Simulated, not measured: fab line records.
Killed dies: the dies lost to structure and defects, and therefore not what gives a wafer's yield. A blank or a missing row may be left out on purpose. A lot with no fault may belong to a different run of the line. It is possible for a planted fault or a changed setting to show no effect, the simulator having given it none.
Split-lot experiment :: flow n5-finfet :: route with 1938 steps; 7 lots, 21 wafers read

== ON THE SPLIT ==
At N5_SD_EPI_N_COAT_33 (time 60 s, resist thk 35 nm), the setting spin-rpm was moved away from the recipe's 1500 rpm on 4 of the 21 wafers read, by -8.2% to -3.1%. All remaining wafers had this setting at the recipe value.

The reading is taken at the split's own step.

== THE READING ==
SiARC_of_SD_EPI_N_COAT_33.thk-nm (the simulator's own value, which no gauge read), in nm, at N5_SD_EPI_N_COAT_33 (time 60 s, resist thk 35 nm). The file does not state a usual value for it. Here, 17 wafers ran the recipe; their average is 34.9 nm with a standard deviation of 0.14 nm.

wafer: L077.2
tool, chamber at the split: litho-track-03, 0
spin-rpm as run, rpm: 1500
against the recipe: recipe
SiARC_of_SD_EPI_N_COAT_33.thk-nm, nm: 34.8
against lot-mates on the recipe: -

wafer: L077.5
tool, chamber at the split: litho-track-03, 0
spin-rpm as run, rpm: 1500
against the recipe: recipe
SiARC_of_SD_EPI_N_COAT_33.thk-nm, nm: 35
against lot-mates on the recipe: -

wafer: L077.6
tool, chamber at the split: litho-track-03, 0
spin-rpm as run, rpm: 1377
against the recipe: -8.2%
SiARC_of_SD_EPI_N_COAT_33.thk-nm, nm: 36.6
against lot-mates on the recipe: +1.7

wafer: L080.2
tool, chamber at the split: litho-track-03, 0
spin-rpm as run, rpm: 1454
against the recipe: -3.1%
SiARC_of_SD_EPI_N_COAT_33.thk-nm, nm: 35.4
against lot-mates on the recipe: +0.6

wafer: L080.3
tool, chamber at the split: litho-track-03, 0
spin-rpm as run, rpm: 1500
against the recipe: recipe
SiARC_of_SD_EPI_N_COAT_33.thk-nm, nm: 34.8
against lot-mates on the recipe: -

wafer: L080.5
tool, chamber at the split: litho-track-03, 0
spin-rpm as run, rpm: 1500
against the recipe: recipe
SiARC_of_SD_EPI_N_COAT_33.thk-nm, nm: 34.8
against lot-mates on the recipe: -

wafer: L085.2
tool, chamber at the split: litho-track-01, 0
spin-rpm as run, rpm: 1500
against the recipe: recipe
SiARC_of_SD_EPI_N_COAT_33.thk-nm, nm: 35.2
against lot-mates on the recipe: -

wafer: L085.5
tool, chamber at the split: litho-track-01, 0
spin-rpm as run, rpm: 1500
against the recipe: recipe
SiARC_of_SD_EPI_N_COAT_33.thk-nm, nm: 35.2
against lot-mates on the recipe: -

wafer: L085.3
tool, chamber at the split: litho-track-01, 0
spin-rpm as run, rpm: 1500
against the recipe: recipe
SiARC_of_SD_EPI_N_COAT_33.thk-nm, nm: 35
against lot-mates on the recipe: -

wafer: L090.2
tool, chamber at the split: litho-track-03, 0
spin-rpm as run, rpm: 1500
against the recipe: recipe
SiARC_of_SD_EPI_N_COAT_33.thk-nm, nm: 34.8
against lot-mates on the recipe: -

wafer: L090.4
tool, chamber at the split: litho-track-03, 0
spin-rpm as run, rpm: 1500
against the recipe: recipe
SiARC_of_SD_EPI_N_COAT_33.thk-nm, nm: 34.8
against lot-mates on the recipe: -

wafer: L090.6
tool, chamber at the split: litho-track-03, 0
spin-rpm as run, rpm: 1500
against the recipe: recipe
SiARC_of_SD_EPI_N_COAT_33.thk-nm, nm: 35
against lot-mates on the recipe: -

wafer: L093.1
tool, chamber at the split: litho-track-01, 0
spin-rpm as run, rpm: 1500
against the recipe: recipe
SiARC_of_SD_EPI_N_COAT_33.thk-nm, nm: 35
against lot-mates on the recipe: -

wafer: L093.5
tool, chamber at the split: litho-track-01, 0
spin-rpm as run, rpm: 1500
against the recipe: recipe
SiARC_of_SD_EPI_N_COAT_33.thk-nm, nm: 35
against lot-mates on the recipe: -

wafer: L093.6
tool, chamber at the split: litho-track-01, 0
spin-rpm as run, rpm: 1500
against the recipe: recipe
SiARC_of_SD_EPI_N_COAT_33.thk-nm, nm: 35
against lot-mates on the recipe: -

wafer: L096.3
tool, chamber at the split: litho-track-02, 0
spin-rpm as run, rpm: 1500
against the recipe: recipe
SiARC_of_SD_EPI_N_COAT_33.thk-nm, nm: 34.8
against lot-mates on the recipe: -

wafer: L096.4
tool, chamber at the split: litho-track-02, 0
spin-rpm as run, rpm: 1500
against the recipe: recipe
SiARC_of_SD_EPI_N_COAT_33.thk-nm, nm: 34.8
against lot-mates on the recipe: -

wafer: L096.6
tool, chamber at the split: litho-track-02, 0
spin-rpm as run, rpm: 1500
against the recipe: recipe
SiARC_of_SD_EPI_N_COAT_33.thk-nm, nm: 34.8
against lot-mates on the recipe: -

wafer: L097.3
tool, chamber at the split: litho-track-01, 0
spin-rpm as run, rpm: 1431
against the recipe: -4.6%
SiARC_of_SD_EPI_N_COAT_33.thk-nm, nm: 35.8
against lot-mates on the recipe: +0.8

wafer: L097.5
tool, chamber at the split: litho-track-01, 0
spin-rpm as run, rpm: 1431
against the recipe: -4.6%
SiARC_of_SD_EPI_N_COAT_33.thk-nm, nm: 35.8
against lot-mates on the recipe: +0.8

wafer: L097.6
tool, chamber at the split: litho-track-01, 0
spin-rpm as run, rpm: 1500
against the recipe: recipe
SiARC_of_SD_EPI_N_COAT_33.thk-nm, nm: 35
against lot-mates on the recipe: -

THE FIT
A straight line over all 21 wafers: SiARC_of_SD_EPI_N_COAT_33.thk-nm changes by -0.196 nm for each +1% of spin-rpm; r = -0.96; the points scatter about the line by 0.13 nm.
The same after taking each lot's own level away (the mean of its wafers on the recipe; 21 wafers): -0.195 nm for each +1%; r = -0.99; scatter 0.073 nm.
Per that fit: largest spin-rpm move, reading shift of 1.6 nm.
The lots' own levels span 34.80 to 35.13 nm, that is 2.4 times the standard deviation above.
Consequently the slope shifts little with the lot-to-lot level, the two slopes agreeing.
Check: +1.46 nm against its lot-mates is what the line predicts for one of the wafers moved furthest among these (-8.2%) when that wafer is left out of the fit. It came out at +1.7 nm against them.

== ADDITIONAL SPLITS CARRIED BY THESE WAFERS ==
These wafers also went through other splits before the reading. Each is held against what the fit with the lots' levels taken away leaves over:
other split on the same wafers: N5_WELL_APT_COAT_02 spin-rpm
wafers away from the commonest value: 5
r with SiARC_of_SD_EPI_N_COAT_33.thk-nm (lot level and that fit taken away): -0.28

other split on the same wafers: N5_PMOS_HMC_CHANNEL_EPI_PEB_07 peb-time-s
wafers away from the commonest value: 6
r with SiARC_of_SD_EPI_N_COAT_33.thk-nm (lot level and that fit taken away): -0.09

other split on the same wafers: N5_PMOS_HMC_CHANNEL_EPI_DEVELOP_08 develop-time-s
wafers away from the commonest value: 10
r with SiARC_of_SD_EPI_N_COAT_33.thk-nm (lot level and that fit taken away): +0.23

other split on the same wafers: N5_FIN_SAQP_HM_DEP_03 time-s
wafers away from the commonest value: 7
r with SiARC_of_SD_EPI_N_COAT_33.thk-nm (lot level and that fit taken away): +0.12

other split on the same wafers: N5_FIN_SAQP_PECVD_47 time-s
wafers away from the commonest value: 4
r with SiARC_of_SD_EPI_N_COAT_33.thk-nm (lot level and that fit taken away): -0.13

== THE FILE'S OWN FIT ==
SiARC_of_SD_EPI_N_COAT_33.thk-nm changes by -0.199 nm for each +1% of spin-rpm, r = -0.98.
